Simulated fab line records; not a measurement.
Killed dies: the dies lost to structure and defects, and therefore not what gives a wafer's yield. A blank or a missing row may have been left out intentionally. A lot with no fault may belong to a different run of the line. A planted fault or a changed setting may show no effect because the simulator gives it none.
Matching of chambers + flow n5-finfet + N5_BEOL_M9_VIA_ETCH_34 on rie-diel-02: 4 sister chambers
The step etches SiCOH lowk in C4F6/O2, target depth 182.4 nm, time 68.4 s. 14 wafers are shown with their chamber, then 7 later ones without.

## WAFERS PAIRED WITH THEIR CHAMBERS
| wafer  | chamber | rf-vpp-V (V) | throttle-valve-pct (%) | drypump-motor-current-A (A) |
|--------|---------|--------------|------------------------|-----------------------------|
| L074.2 | 2       | 651          | 21.00                  | 5.6                         |
| L074.4 | 3       | 673          | 20.65                  | 5.4                         |
| L074.5 | 1       | 657          | 21.19                  | 5.9                         |
| L076.1 | 1       | 659          | 21.17                  | 5.8                         |
| L076.2 | 0       | 680          | 21.09                  | 6.0                         |
| L076.6 | 2       | 652          | 21.01                  | 5.6                         |
| L089.3 | 3       | 674          | 20.70                  | 5.4                         |
| L089.4 | 2       | 652          | 21.03                  | 5.7                         |
| L089.6 | 3       | 672          | 20.69                  | 5.4                         |
| L092.1 | 1       | 659          | 21.21                  | 5.9                         |
| L092.4 | 3       | 673          | 20.70                  | 5.4                         |
| L092.5 | 1       | 657          | 21.22                  | 5.9                         |
| L087.1 | 2       | 652          | 21.02                  | 5.6                         |
| L087.3 | 0       | 678          | 21.11                  | 6.0                         |

SIGNATURES (means of the wafers above)
| reading                 | chamber 0 | chamber 1 | chamber 2 | chamber 3 | scatter within a chamber |
|-------------------------|-----------|-----------|-----------|-----------|--------------------------|
| rf-vpp-V                | 679.00    | 658.00    | 651.75    | 673.00    | 0.935                    |
| throttle-valve-pct      | 21.1000   | 21.1975   | 21.0150   | 20.6850   | 0.0197                   |
| drypump-motor-current-A | 6.000     | 5.875     | 5.625     | 5.400     | 0.0387                   |
Rule: a wafer lies at a distance from a chamber equal to the root of the sum of squares, over the readings, of (its reading less the chamber's mean, divided by the reading's scatter). The wafer belongs to the nearest chamber; if the next one is less than 2 further off, it can't be placed. The scatter: the root of (the sum of the squares of (reading less its chamber's mean) over the shown wafers, divided by (wafers less chambers)).

## WAFERS WITH NO CHAMBER GIVEN
| wafer  | rf-vpp-V (V) | throttle-valve-pct (%) | drypump-motor-current-A (A) |
|--------|--------------|------------------------|-----------------------------|
| L087.5 | 651          | 21.03                  | 5.6                         |
| L090.1 | 651          | 21.04                  | 5.7                         |
| L090.4 | 673          | 20.70                  | 5.4                         |
| L090.6 | 651          | 21.04                  | 5.7                         |
| L094.2 | 651          | 21.04                  | 5.7                         |
| L094.5 | 680          | 21.10                  | 6.1                         |
| L094.6 | 674          | 20.69                  | 5.4                         |

## WHICH CHAMBER EACH WENT THROUGH
| wafer  | from the rows above | in truth |
|--------|---------------------|----------|
| L087.5 | 2                   | 2        |
| L090.1 | 2                   | 2        |
| L090.4 | 3                   | 3        |
| L090.6 | 2                   | 2        |
| L094.2 | 2                   | 2        |
| L094.5 | 0                   | 0        |
| L094.6 | 3                   | 3        |
Correct placement for 7 of the 7. From these rows, 0 cannot be placed. 0 placed wrongly.
